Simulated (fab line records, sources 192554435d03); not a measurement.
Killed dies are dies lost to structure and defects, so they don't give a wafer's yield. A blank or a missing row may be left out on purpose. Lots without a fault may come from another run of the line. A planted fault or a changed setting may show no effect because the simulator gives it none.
Split-lot experiment | flow n5_finfet | 7 lots, 21 wafers read, on a route of 1938 steps

THE SPLIT
At N5_HKMG_FIN_EXPOSE_46 (exposes mask NDIPOLE), the setting dose_mj was moved away from the recipe's 40 on 8 of the 21 wafers read, by -6.4% to +5.5%. The other wafers ran this setting at the recipe's value.

FROM THE SPLIT TO THE READING: what the file shows between them, 1 step
- N5_HKMG_FIN_DEVELOP_48: develop time 30 s (also split here: develop_time_s)

THE READING
cd_nm, in nm, at N5_HKMG_FIN_CD_MEAS_49 (target cd 202 nm). Fault-free wafers of this fab line usually give 202.4 nm, standard deviation 0.69 nm.

wafer  | tool, chamber at the split | dose_mj as run | against the recipe | cd_nm, nm | against lot-mates on the recipe
L075.1 | arfi_scanner-03, 0         | 40             | recipe             | 200.7     | -
L075.3 | arfi_scanner-03, 0         | 37.44          | -6.4%              | 197.4     | -3.3
L075.4 | arfi_scanner-03, 0         | 37.44          | -6.4%              | 197.1     | -3.6
L083.1 | arfi_scanner-02, 0         | 40             | recipe             | 202.9     | -
L083.3 | arfi_scanner-02, 0         | 41.33          | +3.3%              | 204.5     | +1.6
L083.4 | arfi_scanner-02, 0         | 41.33          | +3.3%              | 204.3     | +1.4
L085.1 | arfi_scanner-01, 0         | 40             | recipe             | 202.8     | -
L085.3 | arfi_scanner-01, 0         | 40             | recipe             | 203.1     | -
L085.4 | arfi_scanner-01, 0         | 40             | recipe             | 202.9     | -
L088.1 | arfi_scanner-01, 0         | 37.89          | -5.3%              | 199.1     | -3.2
L088.3 | arfi_scanner-01, 0         | 40             | recipe             | 202.3     | -
L088.6 | arfi_scanner-01, 0         | 37.89          | -5.3%              | 200.7     | -1.6
L091.1 | arfi_scanner-01, 0         | 41.21          | +3.0%              | 205.3     | +1.8
L091.4 | arfi_scanner-01, 0         | 40             | recipe             | 203.9     | -
L091.5 | arfi_scanner-01, 0         | 40             | recipe             | 203.2     | -
L095.3 | arfi_scanner-02, 0         | 40             | recipe             | 201.3     | -
L095.4 | arfi_scanner-02, 0         | 40             | recipe             | 201.9     | -
L095.6 | arfi_scanner-02, 0         | 42.21          | +5.5%              | 204.9     | +3.3
L096.1 | arfi_scanner-03, 0         | 40             | recipe             | 202.1     | -
L096.5 | arfi_scanner-03, 0         | 40             | recipe             | 202.3     | -
L096.6 | arfi_scanner-03, 0         | 40             | recipe             | 201.9     | -

THE FIT
A straight line over all 21 wafers: cd_nm changes by +0.642 nm for each +1% of dose_mj; r = +0.91; the points scatter about the line by 0.91 nm.
The same after taking each lot's own level away (the mean of its wafers on the recipe; 21 wafers): +0.518 nm for each +1%; r = +0.98; scatter 0.36 nm.
On that fit, the largest move of dose_mj shifts the reading by 3.3 nm.
The lots' own levels span 200.70 to 203.55 nm, that is 4.1 times the standard deviation above.
So the lot-to-lot level changes the slope: the two fits differ.
Check: with one of the wafers moved furthest among these (-6.4%) left out of the fit, the line predicts -3.28 nm for it against its lot-mates. It came out at -3.3 nm against them.

OTHER SPLITS ON THESE WAFERS
These wafers also went through other splits before the reading. Each is held against what the fit with the lots' levels taken away leaves over:
other split on the same wafers           | wafers away from the commonest value | r with cd_nm (lot level and that fit taken away)
N5_WELL_APT_COAT_02 spin_rpm             | 8                                    | -0.14
N5_PMOS_HMC_CHANNEL_EPI_HM_DEP_34 time_s | 6                                    | -0.04
N5_DUMMY_GATE_COAT_35 spin_rpm           | 7                                    | +0.20
N5_SD_EPI_N_ETCH_45 target_depth_a       | 7                                    | +0.11
N5_ILD0_CMP_03 down_force_psi            | 6                                    | -0.16
N5_HKMG_FIN_DEVELOP_48 develop_time_s    | 5                                    | +0.11

THE FILE'S OWN FIT
cd_nm changes by +0.53 nm for each +1% of dose_mj, r = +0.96.
